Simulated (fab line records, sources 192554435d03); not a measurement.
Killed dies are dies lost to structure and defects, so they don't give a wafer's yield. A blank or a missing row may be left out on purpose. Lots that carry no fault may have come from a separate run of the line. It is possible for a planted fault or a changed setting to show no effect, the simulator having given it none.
Chamber matching + flow n5_finfet + N5_HKMG_FIN_ETCH_54 on rie_diel-06 has 4 sister chambers
The step etches SiARC in CF4, target depth 45.5 nm, time 75.8 s. 4 wafers are shown with their chamber, then 7 later ones without.

WAFERS, EACH WITH ITS CHAMBER
| wafer  | chamber | drypump_motor_current_A (A) |
|--------|---------|-----------------------------|
| L080.2 | 3       | 6.7                         |
| L085.2 | 2       | 5.3                         |
| L093.1 | 0       | 5.2                         |
| L093.3 | 1       | 4.9                         |

WAFERS MISSING THEIR CHAMBER
| wafer  | drypump_motor_current_A (A) |
|--------|-----------------------------|
| L093.5 | 6.7                         |
| L095.2 | 6.7                         |
| L095.3 | 5.4                         |
| L095.5 | 6.7                         |
| L096.2 | 5.2                         |
| L096.4 | 6.7                         |
| L096.6 | 5.4                         |

THE CHAMBER EACH PASSED THROUGH
| wafer  | from the rows above     | in truth |
|--------|-------------------------|----------|
| L093.5 | 3                       | 3        |
| L095.2 | 3                       | 3        |
| L095.3 | can't be placed: 2 or 0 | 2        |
| L095.5 | 3                       | 3        |
| L096.2 | can't be placed: 0 or 2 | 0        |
| L096.4 | 3                       | 3        |
| L096.6 | can't be placed: 2 or 0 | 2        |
Placed correctly: 4 of 7. These rows do not allow placing 3 (true chamber among the candidates in 3). Wrongly placed: 0.
How it was worked out, from the rows above alone: a wafer's distance from a chamber is the root of the sum, over the readings, of the square of ((its reading less the chamber's mean) divided by the reading's scatter). If the next closest chamber is less than 2 further off than the closest, the wafer can't be placed; otherwise it belongs to the closest. For every chamber, the mean is computed from those of its wafers that are shown. The scatter: with one shown wafer a chamber, the root of the mean of the squares of how far each hidden wafer lies from its nearest shown one.
